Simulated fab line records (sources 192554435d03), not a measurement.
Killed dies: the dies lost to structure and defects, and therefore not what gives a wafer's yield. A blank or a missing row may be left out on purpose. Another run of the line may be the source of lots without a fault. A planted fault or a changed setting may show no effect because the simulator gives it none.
Chamber matching ; flow n5Finfet ; cvdCo-02 running N5_BEOL_M0_CO_CAP_123: 3 sister chambers
The step material Co, precursor CCTBA/H2, target thk 2 nm, time 102.1 s. 24 wafers are shown with their chamber, then 12 later ones without.

== EACH WAFER AND ITS CHAMBER ==
wafer;chamber;heaterPowerW (W);chamberPressureTorr (Torr)
L077.1;2;194;30.09
L077.4;1;216;30.04
L077.5;0;267;29.95
L078.1;0;265;29.93
L078.4;2;193;29.95
L078.6;1;218;29.84
L080.2;2;197;29.97
L080.3;1;212;30.07
L080.6;2;191;29.96
L082.1;0;265;29.89
L082.5;1;210;30.14
L082.6;0;269;30.00
L086.1;0;273;30.16
L086.4;2;190;29.91
L086.5;1;219;29.97
L085.3;0;275;29.85
L085.4;0;272;29.98
L085.5;1;218;30.05
L089.3;2;193;29.99
L089.4;0;264;29.99
L089.6;2;196;30.08
L088.1;0;270;29.90
L088.4;2;195;30.08
L088.6;0;280;30.06

SIGNATURES (averages over the wafers above)
reading;chamber 0;chamber 1;chamber 2;scatter within a chamber
heaterPowerW;270.00;215.50;193.62;4.03
chamberPressureTorr;29.9710;30.0183;30.0038;0.0874
Rule: for a wafer and a chamber, the distance is found by dividing, reading by reading, the gap between the wafer's reading and the chamber's mean by the reading's scatter, squaring, summing and taking the root. The wafer belongs to the nearest chamber; if the next one is less than 2 further off, it can't be placed. The scatter: take each reading less its chamber's mean, square it, sum over the shown wafers, divide by the number of wafers less the number of chambers, and take the root.

== WAFERS WHOSE CHAMBER IS MISSING ==
wafer;heaterPowerW (W);chamberPressureTorr (Torr)
L090.1;193;29.95
L090.5;208;30.03
L090.6;270;29.99
L093.2;278;30.05
L093.3;198;30.00
L093.4;273;30.04
L095.1;195;29.98
L095.3;217;30.04
L095.6;195;30.00
L097.1;210;30.02
L097.2;265;30.01
L097.5;273;29.97

== WHICH CHAMBER EACH WENT THROUGH ==
wafer;from the rows above;in truth
L090.1;2;2
L090.5;can't be placed: 1 or 2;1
L090.6;0;0
L093.2;0;0
L093.3;2;2
L093.4;0;0
L095.1;2;2
L095.3;1;1
L095.6;2;2
L097.1;1;1
L097.2;0;0
L097.5;0;0
Correct placement for 11 of the 12. Not placeable from these rows: 1 (in 1, the candidates include the true chamber). 0 placed wrongly.
